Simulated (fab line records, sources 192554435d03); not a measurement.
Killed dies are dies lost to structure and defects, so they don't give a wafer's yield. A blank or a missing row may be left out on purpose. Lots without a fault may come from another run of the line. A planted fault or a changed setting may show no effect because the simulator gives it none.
Chamber matching | flow n5_finfet | N5_BEOL_M8_STRIP_19 on rie_diel-03: 4 sister chambers
The step strips in O2. 16 wafers are shown with their chamber, then 8 later ones without.

WAFERS WITH THEIR CHAMBER
wafer  | chamber | showerhead_plenum_p_Torr (Torr) | throttle_valve_pct (%) | drypump_motor_current_A (A)
L076.2 | 2       | 2.04                            | 16.86                  | 5.6
L076.3 | 3       | 2.01                            | 16.47                  | 5.7
L076.6 | 1       | 2.08                            | 16.30                  | 6.3
L082.1 | 2       | 2.03                            | 16.87                  | 5.6
L082.3 | 3       | 2.01                            | 16.50                  | 5.7
L082.6 | 1       | 2.08                            | 16.29                  | 6.3
L083.1 | 1       | 2.08                            | 16.32                  | 6.2
L083.2 | 3       | 2.01                            | 16.49                  | 5.7
L083.3 | 2       | 2.03                            | 16.87                  | 5.6
L086.1 | 2       | 2.03                            | 16.89                  | 5.6
L086.4 | 3       | 2.01                            | 16.52                  | 5.8
L086.5 | 0       | 2.17                            | 16.75                  | 5.1
L087.1 | 1       | 2.08                            | 16.34                  | 6.3
L087.4 | 0       | 2.17                            | 16.76                  | 5.2
L087.5 | 3       | 2.01                            | 16.52                  | 5.7
L085.3 | 3       | 2.01                            | 16.52                  | 5.7

SIGNATURES (means of the wafers above)
reading                  | chamber 0 | chamber 1 | chamber 2 | chamber 3 | scatter within a chamber
showerhead_plenum_p_Torr | 2.1700    | 2.0800    | 2.0325    | 2.0100    | 0.0025
throttle_valve_pct       | 16.7550   | 16.3125   | 16.8725   | 16.5033   | 0.0186
drypump_motor_current_A  | 5.150     | 6.275     | 5.600     | 5.717     | 0.0417
Rule: a wafer's distance from a chamber is the root of the sum, over the readings, of the square of ((its reading less the chamber's mean) divided by the reading's scatter). The wafer belongs to the nearest chamber; if the next one is less than 2 further off, it can't be placed. The scatter: the root of (the sum of the squares of (reading less its chamber's mean) over the shown wafers, divided by (wafers less chambers)).

WAFERS WITHOUT THEIR CHAMBER
wafer  | showerhead_plenum_p_Torr (Torr) | throttle_valve_pct (%) | drypump_motor_current_A (A)
L085.5 | 2.03                            | 16.89                  | 5.6
L085.6 | 2.08                            | 16.33                  | 6.3
L091.1 | 2.03                            | 16.94                  | 5.6
L091.4 | 2.17                            | 16.76                  | 5.1
L091.6 | 2.17                            | 16.75                  | 5.2
L096.3 | 2.02                            | 16.94                  | 5.6
L096.4 | 2.00                            | 16.55                  | 5.7
L096.5 | 2.00                            | 16.55                  | 5.7

WHICH CHAMBER EACH WENT THROUGH
wafer  | from the rows above | in truth
L085.5 | 2                   | 2
L085.6 | 1                   | 1
L091.1 | 2                   | 2
L091.4 | 0                   | 0
L091.6 | 0                   | 0
L096.3 | 2                   | 2
L096.4 | 3                   | 3
L096.5 | 3                   | 3
Placed correctly: 8 of 8. Can't be placed from these rows: 0. Placed wrongly: 0.
